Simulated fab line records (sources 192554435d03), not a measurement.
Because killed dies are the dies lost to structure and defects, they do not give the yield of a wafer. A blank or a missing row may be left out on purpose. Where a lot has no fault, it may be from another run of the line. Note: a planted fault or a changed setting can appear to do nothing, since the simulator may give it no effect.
Matching of chambers ; flow n5_finfet ; N5_BEOL_M0_CUTY_ETCH_63 on rie_diel-06 has 4 sister chambers
The step etches SOC in N2/H2, target depth 82.7 nm, overetch 16.5 nm, time 124 s. 4 wafers are shown with their chamber, then 7 later ones without.

EACH WAFER AND ITS CHAMBER
wafer;chamber;drypump_motor_current_A (A)
L086.2;0;5.9
L086.3;1;5.9
L091.2;3;5.8
L091.4;2;5.1

WAFERS WITH NO CHAMBER GIVEN
wafer;drypump_motor_current_A (A)
L091.6;5.9
L093.1;5.9
L093.4;5.1
L093.6;5.8
L096.3;5.7
L096.4;5.7
L096.5;5.1

THE CHAMBER EACH PASSED THROUGH
wafer;from the rows above;in truth
L091.6;can't be placed: 0 or 1 or 3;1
L093.1;can't be placed: 0 or 1 or 3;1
L093.4;2;2
L093.6;can't be placed: 3 or 0 or 1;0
L096.3;can't be placed: 3 or 0 or 1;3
L096.4;can't be placed: 3 or 0 or 1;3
L096.5;2;2
2 of 7 placed correctly. Can't be placed from these rows: 5 (the true chamber is among the candidates in 5). Placed wrongly: 0.
How it was worked out, from the rows above alone: a wafer's distance from a chamber is the root of the sum, over the readings, of the square of ((its reading less the chamber's mean) divided by the reading's scatter). The wafer belongs to the nearest chamber; if the next one is less than 2 further off, it can't be placed. The mean given for a chamber averages the wafers shown for that chamber. The scatter: root of mean squared gap, hidden wafer to nearest shown wafer, with one shown wafer a chamber.
